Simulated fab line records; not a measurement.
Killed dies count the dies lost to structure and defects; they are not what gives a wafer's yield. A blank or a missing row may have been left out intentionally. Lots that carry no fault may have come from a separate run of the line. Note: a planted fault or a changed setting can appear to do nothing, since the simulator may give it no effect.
Problem report in the 8D (eight disciplines) form, filled by code + flow nand-harc + the parts of the form that need people (team, actions taken, sign-off) are left out

## 1. THE ISSUE
Mean of run-length-s at NHARC_A_WL_FILL_ETCHBACK_04: 166.1 s across 3 wafers in 2 lots; on wafers with no fault it is 141.3 s (standard deviation 0.65). That puts it +38 standard deviations away from the usual mean.
The step: etches the open film in NF3, target depth 60 nm, time 120 s.
Earliest sighting: wafer L187.2 on rie-metal-02 at day 26 11:16. At this step, 39 wafers from 13 lots have a number in the record. Rule for "out" (also "out of limits"): further than 4 standard deviations from the usual mean. Any other wafer with a number is counted as sound.

## 2. WHAT IT IS, WHAT IT ISN'T
| question                    | is                     | is not                                                                                 |
|-----------------------------|------------------------|----------------------------------------------------------------------------------------|
| which readings at this step | run-length-s           | oes-product-au                                                                         |
| which lots                  | L187, L191             | L172, L174, L175, L177, L178, L179, L180, L184, L193, L194, L195                       |
| which wafers of those lots  | L187.2, L187.5, L191.6 | L187.4, L191.3, L191.5                                                                 |
| read on which tools         | rie-metal-02           | rie-metal-01, rie-metal-03                                                             |
| when                        | from day 26 11:16      | up to then (25 sound wafers); but 11 sound wafers of L191, L193, L194, L195 came after |

## 3. THE SUSPECTS, EACH WITH WHAT RULES IT OUT
Counting: if a tool at a process step up to the reading ran every lot that is out, it stays a suspect. Sound lots after the first of them don't rule it out here, since some wafers of a struck lot are sound.
- rie-metal-02 at NHARC_A_WL_FILL_ETCHBACK_04 (etches the open film in NF3, target depth 60 nm, time 120 s): kept. It processed each lot that is out (first: L187, day 26 11:16); up to then, its last sound lot is L180 (day 23 06:16). Its own run-length-s readings are out on those wafers.
- Within rie-metal-02 at NHARC_A_WL_FILL_ETCHBACK_04: the wafers that are out ran in chamber 0; their sound lot-mates ran in chamber 1.
After counting, what remains is rie-metal-02 at NHARC_A_WL_FILL_ETCHBACK_04.

## 4. THE CAUSE (what the simulator had put in)
rie-metal-02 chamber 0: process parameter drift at NHARC_A_WL_FILL_ETCHBACK_04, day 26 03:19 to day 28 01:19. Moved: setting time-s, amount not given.
This tool alone remained once counting was done.

## 5. THE EFFECT CHAIN, in route order
Each row: a reading whose mean over the struck wafers that have a number lies more than 3 standard deviations from the usual. Only readings whose record carries a usual standard deviation are examined. hours: median over the lots of the time between each lot's start at the first step of this table that gives one and its start at this step. sigmas: the change, counted in usual standard deviations.
| hours | step                        | reading      | usual   | on struck wafers | change | sigmas |
|-------|-----------------------------|--------------|---------|------------------|--------|--------|
| 0     | NHARC_A_WL_FILL_ETCHBACK_04 | run-length-s | 141.3 s | 166.1            | +24.8  | +38    |
The process steps in it:
- NHARC_A_WL_FILL_ETCHBACK_04: etches the open film in NF3, target depth 60 nm, time 120 s.

## 6. WHAT WOULD HAVE CAUGHT IT SOONER
In this record no reading fell out of limits until day 26 11:16, 8 hours after the fault had begun at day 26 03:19.
